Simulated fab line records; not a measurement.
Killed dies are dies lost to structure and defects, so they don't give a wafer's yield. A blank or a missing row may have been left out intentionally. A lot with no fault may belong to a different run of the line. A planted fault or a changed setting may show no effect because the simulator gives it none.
Which tool is to blame? || flow n5 finfet || 24 lots, 72 wafers sampled, at 1 step of a route of 1938

## WHAT THE GAUGES READ, wafer by wafer
N5_BEOL_M0_CUTY_OVL_MEAS_58.
{"lot": "L075", "measured": "day 5 20:20", "on": "overlay-01", "M0_ABLK_OVL (nm)": "0.5 0.3 0.6"}
{"lot": "L074", "measured": "day 5 23:10", "on": "overlay-02", "M0_ABLK_OVL (nm)": "0.5 1.0 0.4"}
{"lot": "L076", "measured": "day 6 04:04", "on": "overlay-01", "M0_ABLK_OVL (nm)": "0.9 -0.1 0.2"}
{"lot": "L077", "measured": "day 6 10:04", "on": "overlay-01", "M0_ABLK_OVL (nm)": "-1.1 -0.7 0.3"}
{"lot": "L078", "measured": "day 6 18:38", "on": "overlay-01", "M0_ABLK_OVL (nm)": "0.1 -0.4 -0.7"}
{"lot": "L079", "measured": "day 6 23:28", "on": "overlay-01", "M0_ABLK_OVL (nm)": "-0.5 -0.6 0.0"}
{"lot": "L080", "measured": "day 7 04:00", "on": "overlay-01", "M0_ABLK_OVL (nm)": "-0.4 -0.3 -1.1"}
{"lot": "L081", "measured": "day 7 08:24", "on": "overlay-01", "M0_ABLK_OVL (nm)": "-0.2 -0.1 -0.8"}
{"lot": "L082", "measured": "day 7 16:04", "on": "overlay-01", "M0_ABLK_OVL (nm)": "-0.2 0.9 0.0"}
{"lot": "L083", "measured": "day 7 21:04", "on": "overlay-01", "M0_ABLK_OVL (nm)": "-0.1 0.0 0.3"}
{"lot": "L084", "measured": "day 8 12:15", "on": "overlay-02", "M0_ABLK_OVL (nm)": "0.4 -0.6 1.1"}
{"lot": "L085", "measured": "day 9 00:15", "on": "overlay-02", "M0_ABLK_OVL (nm)": "0.9 1.8 -0.7"}
{"lot": "L086", "measured": "day 9 06:06", "on": "overlay-02", "M0_ABLK_OVL (nm)": "-0.7 -0.3 -0.2"}
{"lot": "L087", "measured": "day 10 00:10", "on": "overlay-02", "M0_ABLK_OVL (nm)": "0.1 -0.5 -0.4"}
{"lot": "L088", "measured": "day 10 04:10", "on": "overlay-02", "M0_ABLK_OVL (nm)": "1.7 0.3 0.6"}
{"lot": "L089", "measured": "day 10 05:18", "on": "overlay-02", "M0_ABLK_OVL (nm)": "-1.1 -0.4 -0.5"}
{"lot": "L091", "measured": "day 10 06:08", "on": "overlay-01", "M0_ABLK_OVL (nm)": "-0.5 0.9 -0.1"}
{"lot": "L090", "measured": "day 10 06:27", "on": "overlay-02", "M0_ABLK_OVL (nm)": "0.0 -0.4 -0.5"}
{"lot": "L092", "measured": "day 10 11:01", "on": "overlay-01", "M0_ABLK_OVL (nm)": "0.3 0.9 1.4"}
{"lot": "L093", "measured": "day 10 18:50", "on": "overlay-02", "M0_ABLK_OVL (nm)": "-1.3 0.0 0.3"}
{"lot": "L094", "measured": "day 10 21:01", "on": "overlay-02", "M0_ABLK_OVL (nm)": "-0.4 0.7 0.6"}
{"lot": "L095", "measured": "day 11 07:58", "on": "overlay-02", "M0_ABLK_OVL (nm)": "-0.4 -0.3 -1.3"}
{"lot": "L096", "measured": "day 11 10:36", "on": "overlay-01", "M0_ABLK_OVL (nm)": "-0.6 -1.1 -0.7"}
{"lot": "L097", "measured": "day 11 16:21", "on": "overlay-01", "M0_ABLK_OVL (nm)": "0.7 1.3 1.7"}

## TOOL THAT RAN EACH LOT (tool first, then ch and the chambers of the sampled wafers, then the start)
The record holds no process step before these readings.

## AS READ BY THE TOOLS THEMSELVES (means over the sampled wafers that have a number; for cases with no such wafer, the mark the record gives instead)
The record holds no such reading with a usual standard deviation.

## THE ANSWER, worked out from the rows above alone
Rule: the lots themselves supply what counts as usual. The widest of any qualifying gaps counts: lots, ordered by their means at a reading, are off when they make up no more than a third of the lots, leave a main group of 4 or more, and stand apart from it by 3 or more times the standard deviation of that group's means. A main group is skipped when, at the precision printed for the reading in the tables above, its means are all equal. Also off: a lot with no number at a reading for which 4 or more lots have one. All remaining lots with rows at the step are treated as sound. After the gauges, taken in route order, come the tools' own readings; for these a lot's mean is taken, as printed above. The first step at which some lot is off is used, and at that step the reading that is off furthest; a lot without a number counts as furthest.
Across all readings shown, no lot is off: no conclusion can be drawn from this.

## WHAT WAS PUT IN BY THE SIMULATOR
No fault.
